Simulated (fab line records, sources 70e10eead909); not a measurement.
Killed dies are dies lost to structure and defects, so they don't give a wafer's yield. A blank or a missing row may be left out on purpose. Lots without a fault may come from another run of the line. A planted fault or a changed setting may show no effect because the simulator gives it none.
Chamber matching | flow nand_harc | NHARC_HYBRID_BOND_ACTIVATE_00 on rie_diel-01: 4 sister chambers
The step chemistry N2, time 60 s. 14 wafers are shown with their chamber, then 7 later ones without.

WAFERS WITH THEIR CHAMBER
wafer  | chamber | showerhead_plenum_p_Torr (Torr) | drypump_motor_current_A (A) | oes_product_au (a.u.)
L977.1 | 1       | 1.67                            | 6.5                         | 0.992
L977.2 | 3       | 1.81                            | 5.4                         | 1.009
L977.6 | 3       | 1.81                            | 5.3                         | 1.010
L978.3 | 3       | 1.81                            | 5.3                         | 1.002
L978.4 | 1       | 1.67                            | 6.5                         | 0.999
L978.5 | 2       | 1.66                            | 5.1                         | 1.008
L983.1 | 2       | 1.66                            | 5.2                         | 1.005
L983.2 | 0       | 1.76                            | 5.6                         | 1.011
L983.4 | 3       | 1.80                            | 5.3                         | 0.996
L982.2 | 3       | 1.81                            | 5.3                         | 0.989
L982.3 | 0       | 1.76                            | 5.6                         | 1.025
L982.4 | 1       | 1.67                            | 6.5                         | 1.001
L984.1 | 2       | 1.66                            | 5.1                         | 0.998
L984.3 | 0       | 1.75                            | 5.6                         | 1.017

SIGNATURES (means of the wafers above)
reading                  | chamber 0 | chamber 1 | chamber 2 | chamber 3 | scatter within a chamber
showerhead_plenum_p_Torr | 1.7567    | 1.6700    | 1.6600    | 1.8080    | 0.00383
drypump_motor_current_A  | 5.600     | 6.500     | 5.133     | 5.320     | 0.0383
oes_product_au           | 1.01767   | 0.99733   | 1.00367   | 1.00120   | 0.00715
Rule: a wafer's distance from a chamber is the root of the sum, over the readings, of the square of ((its reading less the chamber's mean) divided by the reading's scatter). The wafer belongs to the nearest chamber; if the next one is less than 2 further off, it can't be placed. The scatter: the root of (the sum of the squares of (reading less its chamber's mean) over the shown wafers, divided by (wafers less chambers)).

WAFERS WITHOUT THEIR CHAMBER
wafer  | showerhead_plenum_p_Torr (Torr) | drypump_motor_current_A (A) | oes_product_au (a.u.)
L984.5 | 1.80                            | 5.3                         | 0.987
L994.1 | 1.67                            | 6.5                         | 0.996
L994.3 | 1.66                            | 5.1                         | 1.009
L994.4 | 1.80                            | 5.3                         | 0.986
L995.2 | 1.66                            | 5.2                         | 1.004
L995.4 | 1.67                            | 6.5                         | 0.990
L995.5 | 1.67                            | 6.5                         | 1.005

WHICH CHAMBER EACH WENT THROUGH
wafer  | from the rows above | in truth
L984.5 | 3                   | 3
L994.1 | 1                   | 1
L994.3 | 2                   | 2
L994.4 | 3                   | 3
L995.2 | 2                   | 2
L995.4 | 1                   | 1
L995.5 | 1                   | 1
Placed correctly: 7 of 7. Can't be placed from these rows: 0. Placed wrongly: 0.
